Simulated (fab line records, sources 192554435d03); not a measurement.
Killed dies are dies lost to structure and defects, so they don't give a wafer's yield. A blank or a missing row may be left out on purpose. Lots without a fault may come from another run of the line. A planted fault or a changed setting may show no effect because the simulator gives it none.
Chamber matching | flow n5_finfet | N5_HKMG_FIN_CVD_62 on thermal_cvd_si-01: 3 sister chambers
The step deposits a-Si from Si2H6, target thk 3 nm, time 20.8 s. 3 wafers are shown with their chamber, then 10 later ones without.

WAFERS WITH THEIR CHAMBER
wafer  | chamber | heater_power_outer_w (W)
L088.5 | 2       | 976
L090.2 | 1       | 1070
L090.3 | 0       | 1019

WAFERS WITHOUT THEIR CHAMBER
wafer  | heater_power_outer_w (W)
L090.6 | 994
L092.2 | 1062
L092.4 | 1011
L092.5 | 1056
L094.1 | 1002
L094.3 | 1007
L094.4 | 1080
L096.1 | 972
L096.3 | 1006
L096.6 | 988

WHICH CHAMBER EACH WENT THROUGH
wafer  | from the rows above     | in truth
L090.6 | can't be placed: 2 or 0 | 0
L092.2 | 1                       | 1
L092.4 | 0                       | 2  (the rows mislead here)
L092.5 | can't be placed: 1 or 0 | 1
L094.1 | can't be placed: 0 or 2 | 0
L094.3 | can't be placed: 0 or 2 | 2
L094.4 | 1                       | 1
L096.1 | 2                       | 2
L096.3 | can't be placed: 0 or 2 | 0
L096.6 | can't be placed: 2 or 0 | 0
Placed correctly: 3 of 10. Can't be placed from these rows: 6 (the true chamber is among the candidates in 6). Placed wrongly: 1.
How it was worked out, from the rows above alone: a wafer's distance from a chamber is the root of the sum, over the readings, of the square of ((its reading less the chamber's mean) divided by the reading's scatter). The wafer belongs to the nearest chamber; if the next one is less than 2 further off, it can't be placed. A chamber's mean is the mean of its shown wafers. The scatter: with one shown wafer a chamber, the root of the mean of the squares of how far each hidden wafer lies from its nearest shown one.
